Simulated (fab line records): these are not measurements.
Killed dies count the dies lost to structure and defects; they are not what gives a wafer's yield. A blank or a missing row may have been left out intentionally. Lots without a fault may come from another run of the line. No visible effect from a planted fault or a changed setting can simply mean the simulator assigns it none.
Chamber matching -- flow n5Finfet -- N5_BEOL_M6_ETCH_72 on rieDiel-05 has 4 sister chambers
The step etches underlayer in N2/H2, target depth 6.5 nm, time 5.2 s. 4 wafers are shown with their chamber, then 9 later ones without.

WAFERS, EACH WITH ITS CHAMBER
wafer,chamber,showerheadPlenumPTorr (Torr)
L079.6,1,2.51
L087.4,2,2.56
L087.5,0,2.41
L087.6,3,2.67

WAFERS MISSING THEIR CHAMBER
wafer,showerheadPlenumPTorr (Torr)
L089.1,2.41
L089.2,2.56
L089.6,2.67
L086.2,2.67
L086.4,2.41
L086.6,2.41
L092.1,2.50
L092.3,2.40
L092.5,2.40

WHICH CHAMBER EACH ONE RAN IN
wafer,from the rows above,in truth
L089.1,0,0
L089.2,2,2
L089.6,3,3
L086.2,3,3
L086.4,0,0
L086.6,0,0
L092.1,1,1
L092.3,0,0
L092.5,0,0
9 of 9 placed correctly. Left unplaced by these rows: 0. Placed wrongly: 0.
How it was worked out, from the rows above alone: a wafer's distance from a chamber is the root of the sum, over the readings, of the square of ((its reading less the chamber's mean) divided by the reading's scatter). If the next closest chamber is less than 2 further off than the closest, the wafer can't be placed; otherwise it belongs to the closest. Each chamber's mean is taken over the wafers shown for it. The scatter: root of mean squared gap, hidden wafer to nearest shown wafer, with one shown wafer a chamber.
